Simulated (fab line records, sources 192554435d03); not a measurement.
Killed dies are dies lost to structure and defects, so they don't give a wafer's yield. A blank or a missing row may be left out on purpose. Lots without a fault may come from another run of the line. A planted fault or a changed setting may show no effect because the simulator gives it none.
Chamber matching | flow n5_finfet | N5_FIN_CUT_CUT_ETCH_28 on rie_si-06: 4 sister chambers
The step etches Si in HBr/Cl2/O2, target depth 6 nm, time 2.4 s. 8 wafers are shown with their chamber, then 11 later ones without.

WAFERS WITH THEIR CHAMBER
wafer  | chamber | drypump_motor_current_A (A) | oes_product_au (a.u.)
L083.2 | 3       | 5.3                         | 0.978
L084.2 | 1       | 5.6                         | 1.007
L086.2 | 3       | 5.3                         | 0.974
L086.6 | 0       | 5.9                         | 0.985
L089.1 | 1       | 5.7                         | 1.001
L089.3 | 2       | 5.6                         | 1.010
L089.5 | 2       | 5.6                         | 1.023
L090.4 | 0       | 5.9                         | 0.994

WAFERS WITHOUT THEIR CHAMBER
wafer  | drypump_motor_current_A (A) | oes_product_au (a.u.)
L090.5 | 5.9                         | 0.996
L090.6 | 5.3                         | 0.968
L091.2 | 5.6                         | 1.024
L091.4 | 5.9                         | 0.997
L091.6 | 5.9                         | 0.985
L095.2 | 5.6                         | 1.000
L095.5 | 5.9                         | 0.995
L095.6 | 5.6                         | 1.002
L097.3 | 5.9                         | 1.000
L097.4 | 5.6                         | 1.007
L097.5 | 5.6                         | 1.010

WHICH CHAMBER EACH WENT THROUGH
wafer  | from the rows above     | in truth
L090.5 | 0                       | 0
L090.6 | 3                       | 3
L091.2 | 2                       | 2
L091.4 | 0                       | 0
L091.6 | 0                       | 0
L095.2 | can't be placed: 1 or 2 | 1
L095.5 | 0                       | 0
L095.6 | can't be placed: 1 or 2 | 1
L097.3 | 0                       | 0
L097.4 | can't be placed: 1 or 2 | 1
L097.5 | can't be placed: 2 or 1 | 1
Placed correctly: 7 of 11. Can't be placed from these rows: 4 (the true chamber is among the candidates in 4). Placed wrongly: 0.
How it was worked out, from the rows above alone: a wafer's distance from a chamber is the root of the sum, over the readings, of the square of ((its reading less the chamber's mean) divided by the reading's scatter). The wafer belongs to the nearest chamber; if the next one is less than 2 further off, it can't be placed. A chamber's mean is the mean of its shown wafers. The scatter: the root of (the sum of the squares of (reading less its chamber's mean) over the shown wafers, divided by (wafers less chambers)).
